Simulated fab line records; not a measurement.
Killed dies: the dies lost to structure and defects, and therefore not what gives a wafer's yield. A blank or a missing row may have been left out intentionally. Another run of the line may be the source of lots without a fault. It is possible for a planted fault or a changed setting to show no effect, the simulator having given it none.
Which tool is to blame? -- flow n5-finfet -- Sampling: 10 lots, 30 wafers, 4 of 1938 route steps

== WHAT THE GAUGES READ, wafer by wafer ==
N5_BEOL_M7_OCD_MEAS_38. Usual: trench-depth-nm at 93.7 nm, with a standard deviation of 1.2.
lot,measured,on,trench-depth-nm (nm),flag
L522,day 9 19:29,ocd-01,96.4 92.9 92.1,
L524,day 10 01:23,ocd-01,92.3 94.2 94.8,
L523,day 10 01:33,ocd-01,96.2 94.1 94.4,
L525,day 10 14:07,ocd-01,91.6 93.6 91.9,
L527,day 11 02:32,ocd-02,93.3 94.7 93.9,
L528,day 11 09:46,ocd-01,93.9 94.3 93.5,
L532,day 12 20:49,ocd-02,93.2 92.9 93.5,
L538,day 13 14:19,ocd-01,92.7 96.1 94.5,
L539,day 14 14:08,ocd-02,94.9 91.2 92.0,
L542,day 15 06:26,ocd-02,94.9 92.6 94.8,

== TOOL THAT RAN EACH LOT (tool first, then ch and the chambers of the sampled wafers, then the start) ==
lot,N5_BEOL_M7_STRIP_67,N5_BEOL_M7_DESCUM_33,N5_BEOL_M7_VIA_ETCH_34
L522,"rie-diel-03 ch 0,1,3, day 9 18:01","rie-diel-03 ch 0,1,3, day 9 19:04","rie-diel-03 ch 0,1,3, day 9 19:14"
L524,"rie-diel-02 ch 0,2, day 9 22:55","rie-diel-03 ch 0,1,2, day 10 00:57","rie-diel-03 ch 0,1,2, day 10 01:08"
L523,"rie-diel-01 ch 0,1,3, day 9 23:08","rie-diel-01 ch 1,2,3, day 10 01:07","rie-diel-01 ch 1,2,3, day 10 01:18"
L525,"rie-diel-01 ch 1,2,3, day 10 12:50","rie-diel-02 ch 2,3, day 10 13:41","rie-diel-02 ch 2,3, day 10 13:52"
L527,"rie-diel-01 ch 0,1,2, day 10 23:59","rie-diel-01 ch 0,1,2, day 11 02:06","rie-diel-01 ch 0,1,2, day 11 02:17"
L528,"rie-diel-01 ch 0,3, day 11 06:17","rie-diel-02 ch 0,1,2, day 11 09:20","rie-diel-02 ch 0,1,2, day 11 09:31"
L532,"rie-diel-03 ch 0,1,2, day 12 19:44","rie-diel-01 ch 0,1,3, day 12 20:23","rie-diel-01 ch 0,1,3, day 12 20:34"
L538,"rie-diel-02 ch 1,2, day 13 12:47","rie-diel-03 ch 1,2,3, day 13 13:53","rie-diel-03 ch 1,2,3, day 13 14:04"
L539,"rie-diel-01 ch 0,1,2, day 14 09:37","rie-diel-03 ch 0,1,3, day 14 13:43","rie-diel-03 ch 0,1,3, day 14 13:53"
L542,"rie-diel-01 ch 0,2, day 15 04:41","rie-diel-03 ch 0,3, day 15 06:00","rie-diel-03 ch 0,3, day 15 06:11"
- N5_BEOL_M7_STRIP_67: strips in CF4.
- N5_BEOL_M7_DESCUM_33: chemistry O2, time 7 s.
- N5_BEOL_M7_VIA_ETCH_34: etches SiCOH lowk in C4F6/O2, target depth 125.5 nm, time 50.5 s.

== AS READ BY THE TOOLS THEMSELVES (means over the sampled wafers that have a number; for cases with no such wafer, the mark the record gives instead) ==
N5_BEOL_M7_STRIP_67. Usual: drypump-motor-current-A 5.7 A, standard deviation 0.51; oes-product-au 0.81 a.u., standard deviation 0.067; rf-vpp-V 271.6 V, standard deviation 1.5; showerhead-plenum-p-Torr 1.81 Torr, standard deviation 0.053; throttle-valve-pct 13.48 %, standard deviation 0.19.
lot,tool,drypump-motor-current-A (A),oes-product-au (a.u.),rf-vpp-V (V),showerhead-plenum-p-Torr (Torr),throttle-valve-pct (%),flag
L522,rie-diel-03,6.0,0.85,271.6,1.80,13.37,
L524,rie-diel-02,5.7,0.78,271.2,1.82,13.38,
L523,rie-diel-01,5.7,0.82,272.4,1.84,13.55,
L525,rie-diel-01,5.3,0.81,271.4,1.79,13.47,
L527,rie-diel-01,5.4,0.80,270.9,1.81,13.52,
L528,rie-diel-01,5.7,0.83,273.0,1.87,13.59,
L532,rie-diel-03,6.2,0.81,271.4,1.83,13.43,
L538,rie-diel-02,5.3,0.82,269.7,1.74,13.61,
L539,rie-diel-01,5.5,0.77,272.7,1.80,13.56,
L542,rie-diel-01,5.2,0.79,270.9,1.78,13.51,

N5_BEOL_M7_DESCUM_33. Usual: drypump-motor-current-A 5.7 A, standard deviation 0.53; oes-product-au 0.81 a.u., standard deviation 0.072; rf-fwd-power-W 49.43 W, standard deviation 0.25; rf-vpp-V 243.4 V, standard deviation 1.2; showerhead-plenum-p-Torr 2.12 Torr, standard deviation 0.063; throttle-valve-pct 20.33 %, standard deviation 0.2.
lot,tool,drypump-motor-current-A (A),oes-product-au (a.u.),rf-fwd-power-W (W),rf-vpp-V (V),showerhead-plenum-p-Torr (Torr),throttle-valve-pct (%),flag
L522,rie-diel-03,6.0,0.84,49.49,243.2,2.11,20.24,
L524,rie-diel-03,6.2,0.84,49.42,243.8,2.14,20.21,
L523,rie-diel-01,5.3,0.82,49.30,242.5,2.09,20.30,
L525,rie-diel-02,5.0,0.72,49.41,243.5,2.10,20.55,
L527,rie-diel-01,5.5,0.80,49.40,243.4,2.11,20.39,
L528,rie-diel-02,5.7,0.84,49.57,243.3,2.08,20.34,
L532,rie-diel-01,5.7,0.80,49.37,243.5,2.14,20.47,
L538,rie-diel-03,6.3,0.78,49.32,243.9,2.16,20.38,
L539,rie-diel-03,6.0,0.80,49.61,243.3,2.10,20.30,
L542,rie-diel-03,5.7,0.84,49.70,242.9,2.09,20.25,

N5_BEOL_M7_VIA_ETCH_34. Usual: drypump-motor-current-A 5.7 A (standard deviation 0.53); oes_f_703_au 0.80 a.u. (standard deviation 0.068); oes-product-au 0.80 a.u. (standard deviation 0.071); rf-fwd-power-W 341.6 W (standard deviation 1.4); rf-vpp-V 667 V (standard deviation 5.2); showerhead-plenum-p-Torr 2.88 Torr (standard deviation 0.082); throttle-valve-pct 20.79 % (standard deviation 0.22).
lot,tool,drypump-motor-current-A (A),oes_f_703_au (a.u.),oes-product-au (a.u.),rf-fwd-power-W (W),rf-vpp-V (V),showerhead-plenum-p-Torr (Torr),throttle-valve-pct (%),flag
L522,rie-diel-03,6.0,0.85,0.85,342.2,669,2.87,20.70,
L524,rie-diel-03,6.2,0.83,0.83,342.2,666,2.91,20.68,
L523,rie-diel-01,5.3,0.82,0.82,340.1,671,2.83,20.75,
L525,rie-diel-02,5.0,0.72,0.72,342.2,666,2.86,21.04,
L527,rie-diel-01,5.5,0.80,0.80,341.8,669,2.87,20.82,
L528,rie-diel-02,5.7,0.84,0.83,341.6,664,2.83,20.82,
L532,rie-diel-01,5.6,0.72,0.78,312.9,705,2.91,20.92,OFF
L538,rie-diel-03,6.2,0.80,0.80,342.0,664,2.93,20.84,
L539,rie-diel-03,6.0,0.80,0.80,342.0,669,2.86,20.74,
L542,rie-diel-03,5.7,0.85,0.84,341.4,669,2.85,20.69,

== THE ANSWER, worked out from the rows above alone ==
Rule: a lot counts as off when the mean over its wafers that have a number is more than 3 standard deviations away from the usual mean. Also off: a lot with no number at a reading for which 4 or more lots have one. The other lots that the step has rows for count as sound. After the gauges, taken in route order, come the tools' own readings; for these a lot's mean is taken, as printed above. The first step at which some lot is off is used, and at that step the reading that is off furthest; a lot without a number counts as furthest.
Off, at N5_BEOL_M7_VIA_ETCH_34 on rf-fwd-power-W: L532.
If a tool, at that step or one of the process steps before it, ran each lot that is off and ran no sound lot following the first of them, it fits. 2 tools fit, rie-diel-03 at N5_BEOL_M7_STRIP_67 and rie-diel-01 at N5_BEOL_M7_DESCUM_33 and N5_BEOL_M7_VIA_ETCH_34, so this cannot tell which one it is.

== WHAT THE SIMULATOR HAD INSERTED ==
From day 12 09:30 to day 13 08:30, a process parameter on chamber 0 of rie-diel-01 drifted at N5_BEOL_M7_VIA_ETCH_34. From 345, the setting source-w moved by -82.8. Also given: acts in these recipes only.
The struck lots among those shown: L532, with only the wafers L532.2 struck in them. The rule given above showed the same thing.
